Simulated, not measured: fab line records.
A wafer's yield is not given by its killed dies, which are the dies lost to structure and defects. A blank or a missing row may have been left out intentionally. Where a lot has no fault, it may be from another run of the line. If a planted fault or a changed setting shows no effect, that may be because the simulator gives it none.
Struck lot and sound lot, side by side -- flow n5Finfet -- 41 out of 1938 route steps
Sound: the wafers L736.2, L736.3, L736.4. Struck: wafers L753.3, L753.5 (left out: L753.6, a lot-mate that was not struck); the cause follows at the end.
Order at every step that has rows: each side's tool, ch and its chambers, its first start. Under that, the readings that differ: sound wafers -- struck wafers -- difference of the means -- sigmas: that difference in standard deviations of wafers without a fault.
alike: same words and numbers on both sides, and readings whose means sit less than 2 such deviations apart. not compared: any withheld reading, any reading some wafer has no value for, any bound like >300 that may hide the same value, and any number with overlapping values for which the record gives no deviation.
A row with sigmas, a row that says differs or no value, or rows on one side alone: a step with any of these is where the two part. Numbers that have no deviation but don't overlap get no sigmas and don't part them. Lack of a reading on every wafer of one side parts them only where that side has two or more wafers.

first, 12 steps without rows for these wafers: N5_SD_EPI_N_STRIP_36 (strips in N2/H2); N5_SD_EPI_N_ETCHBACK_44 (etches SiNx in CH3F/O2, stops on SiO2, target depth 14.5 nm); N5_SD_EPI_N_ETCH_45 (etches SiOCN in CH3F/O2, target depth 6 nm); N5_SD_EPI_N_ETCH_16 (etches SiO2 in CHF3/O2, target depth 5 nm); N5_SD_EPI_N_STRIP_47 (strips in CHF3/O2); N5_SD_EPI_N_SD_RECESS_17 (chemistry HBr/Cl2/O2, target depth 41 nm, time 23.7 s, bt time 3 s); N5_SD_EPI_N_STRIP_38 (strips in N2/H2); N5_SD_EPI_N_WET_ETCH_43 (etches SiO2 in dHF, time 14 s, target depth 1.5 nm); N5_SD_EPI_N_STRIP_18 (strips in SPM, time 750 s); N5_SD_EPI_N_SRD_20 (time 30 s); N5_SD_EPI_N_PRECLEAN_48 (cleans in NF3:NH3, afs cycles 2, time 20 s, sublimation time 60 s); N5_SD_EPI_N_VAPOR_ETCH_50 (etches Si in HCl, time 54 s).
N5_SD_EPI_N_EPI_21: deposits Si:P, time 690 s.
  sound on epiRpcvd-02 ch 0, day 4 01:55; struck on epiRpcvd-03 ch 0, day 8 10:22
reading,sound,struck,difference,sigmas
epiGrowthTimeS (s),690 690 690,619.22 619.22,-70.78,
model.Si-P_of_SD_EPI_N_EPI_21.thkNm (nm),58.6 58.2 57.6,55 54.8,-3,
  alike: susceptorTempC, susceptor_temp_C_max
N5_SD_EPI_N_EPI_MEAS_23:
  sound on filmMetro-02 at day 4 03:22; struck on filmMetro-02 at day 8 11:33
reading,sound,struck,difference,sigmas
thkNm (nm),59.6 58.2 58.2,54.7 54.4,-4.1,-3
then, 24 steps without rows for these wafers: N5_SD_EPI_N_PRECLEAN_24 (cleans in O3/DIW, time 60 s); N5_SD_EPI_N_SRD_25 (time 30 s); N5_SD_EPI_N_PRECLEAN_49 (cleans in NF3:NH3, afs cycles 1, time 20 s, sublimation time 60 s); N5_SD_EPI_N_LINER_46 (material SiNx, target thk 3 nm); N5_SD_EPI_P_COAT_34 (time 60 s, resist thk 350 nm); N5_SD_EPI_P_COAT_35 (time 60 s, resist thk 35 nm); N5_SD_EPI_P_COAT_03 (resist thk 150 nm); N5_SD_EPI_P_EBR_05; N5_SD_EPI_P_SOFTBAKE_04 (time 60 s); N5_SD_EPI_P_EXPOSE_06 (exposes mask SD P BLK, target cd 240 nm); N5_SD_EPI_P_PEB_07 (peb time 60 s); N5_SD_EPI_P_DEVELOP_08 (develop time 30 s); N5_SD_EPI_P_DESCUM_14 (chemistry O2, time 7.9 s); N5_SD_EPI_P_ETCH_36 (etches SiARC in CF4, target depth 45.5 nm, time 75.8 s); N5_SD_EPI_P_ETCH_37 (etches SOC in N2/H2, overetch 108 nm, time 486 s); N5_SD_EPI_P_STRIP_38 (strips in N2/H2); N5_SD_EPI_P_ETCHBACK_46 (etches SiNx in CH3F/O2, stops on SiO2, target depth 17.5 nm); N5_SD_EPI_P_ETCH_47 (etches SiOCN in CH3F/O2, target depth 25 nm); N5_SD_EPI_P_ETCH_16 (etches SiO2 in CHF3/O2, target depth 5 nm); N5_SD_EPI_P_STRIP_50 (strips in CHF3/O2); N5_SD_EPI_P_SD_RECESS_17 (chemistry HBr/Cl2/O2, target depth 39.1 nm, bt time 3 s); N5_SD_EPI_P_WET_ETCH_45 (etches SiO2 in dHF, time 10.7 s, target depth 2 nm, rinse time 30 s); N5_SD_EPI_P_STRIP_40 (strips in N2/H2); N5_SD_EPI_P_PRECLEAN_52 (cleans in O3/DIW, time 60 s).
N5_SD_ACTIVATION_RS_MEAS_03: a four-point-probe measurement.
  sound on filmMetro-01 at day 4 10:03; struck on filmMetro-01 at day 8 16:50
reading,sound,struck,difference,sigmas
RS_SD_N (ohm/sq),21.89 22.22 22.34,23.51 23.58,+1.40,+5
RS_SD_P (ohm/sq),59.5 57.5 57.3,55.5 56.5,-2.1,-2
N5_MOL_CONTACT_COAG_ETCH_15: etches SiNx in CH3F/O2, stops on Si:P, target depth 7 nm.
  sound on rieDiel-06 ch 0,1,2, day 5 14:25; struck on rieDiel-05 ch 1,2, day 9 23:23
reading,sound,struck,difference,sigmas
model.Si-P_of_SD_EPI_N_EPI_21.thkNm (nm),57.8 57.4 56.8,54.2 54,-3.2,
  alike: drypumpMotorCurrentA, oes_f_703_au, oesProductAu, rfVppV, showerheadPlenumPTorr, throttleValvePct
  not compared: rfHoursCounterH
-- record jumps: 4 days separate the struck wafers' starts on either side; left off in module MOL_CONTACT_COAG, taken up again in module BEOL_M4, whose first shown step is the route's number 1111 --
N5_BEOL_M4_RC_MEAS_101:
  sound on prober-01 ch 0, day 9 06:17; struck on prober-02 ch 0, day 13 14:43
reading,sound,struck,difference,sigmas
DIBL_P (mV/V),36.1 35.8 35.0,39.4 40.7,+4.4,+2
RS_SD_N (ohm/sq),28.8 28.9 29.1,30.9 30.7,+1.9,+5
  alike: DIBL_N, IOFF_N, IOFF_P, ION_N, ION_P, SS_N, SS_P, VT_N, VT_P

WHERE THEY PART
First at N5_SD_EPI_N_EPI_MEAS_23; last, within this record, at N5_BEOL_M4_RC_MEAS_101.

WHY: whatever the simulator had introduced
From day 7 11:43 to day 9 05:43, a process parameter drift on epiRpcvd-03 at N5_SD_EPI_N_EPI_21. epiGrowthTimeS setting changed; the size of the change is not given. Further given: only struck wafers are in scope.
